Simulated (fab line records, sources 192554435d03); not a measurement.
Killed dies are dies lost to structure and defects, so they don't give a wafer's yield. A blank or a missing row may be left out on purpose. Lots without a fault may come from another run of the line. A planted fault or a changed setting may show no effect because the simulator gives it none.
One fault seen from 2 desks | flow n5_finfet | each desk has only its own numbers; what lay behind them comes last

THE METROLOGY DESK
What the gauges read, lot by lot, whatever tool the lot ran on: means of the sampled wafers that have a number. A lot is out of limits, marked OUT, if its mean lies more than 4 standard deviations from the usual mean; the brackets give that distance.
Columns: A = M5_ILD_THK at N5_BEOL_M5_THK_MEAS_01, usual 120.9 nm
lot  | first seen here | A
L290 | day 9 12:25     | 123.1
L288 | day 9 14:33     | 119.8
L289 | day 9 17:14     | 122.3
L291 | day 9 17:21     | 118.7
L292 | day 10 17:55    | 121.6
L293 | day 10 22:17    | 121.6
L297 | day 11 22:36    | 107.2 (-8.1) OUT
L299 | day 12 10:20    | 108.2 (-7.5) OUT
L306 | day 13 18:44    | 120.9
L308 | day 14 05:26    | 121.0
L307 | day 14 11:35    | 120.6
L310 | day 15 03:36    | 121.8
This desk's finding: out of limits on L297, L299; first on L297, day 11 22:36 (M5_ILD_THK at N5_BEOL_M5_THK_MEAS_01). In limits: L290, L288, L289, L291, L292, L293, L306, L308, L307, L310.

THE TOOL OWNER'S DESK: pecvd-04
The tool's own readings at N5_BEOL_M5_ILD_DEP_00 (deposits SiCOH lowk from DEMS/porogen, target thk 140.64 nm, time 25.9 s): means of the sampled wafers that have a number, for each lot that ran on this tool. A lot is out of limits, marked OUT, if its mean lies more than 4 standard deviations from the usual mean; the brackets give that distance.
Columns: A = heater_power_w at N5_BEOL_M5_ILD_DEP_00, usual 325 W; B = showerhead_plenum_p_Torr at N5_BEOL_M5_ILD_DEP_00, usual 5.740 Torr; C = throttle_valve_pct at N5_BEOL_M5_ILD_DEP_00, usual 13.6 %
lot  | first seen here | A   | B     | C
L290 | day 9 11:22     | 314 | 5.741 | 13.1
L288 | day 9 13:59     | 302 | 5.744 | 13.1
L289 | day 9 16:40     | 279 | 5.736 | 14.3
L291 | day 9 16:47     | 285 | 5.740 | 13.7
L292 | day 10 17:16    | 304 | 5.750 | 13.1
L297 | day 11 22:02    | 272 | 5.739 | 13.9
L299 | day 12 09:47    | 263 | 5.736 | 13.9
This desk's finding: nothing out of limits on any of the 7 lots.

PUT TOGETHER
The metrology desk could have raised an alarm at day 11 22:36, on L297, L299.
The tool owner's desk saw nothing out of limits.
The tool owner's desk has L297, L299 on record, within its limits.
Of the lots named, all ran N5_BEOL_M5_ILD_DEP_00 on pecvd-04.

WHAT THE SIMULATOR HAD PUT IN
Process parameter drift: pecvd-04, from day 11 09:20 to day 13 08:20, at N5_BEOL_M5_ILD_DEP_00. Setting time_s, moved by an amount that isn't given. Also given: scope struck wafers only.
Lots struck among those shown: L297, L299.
Hours from the fault's start to each desk's first reading out of limits: the metrology desk, 13.
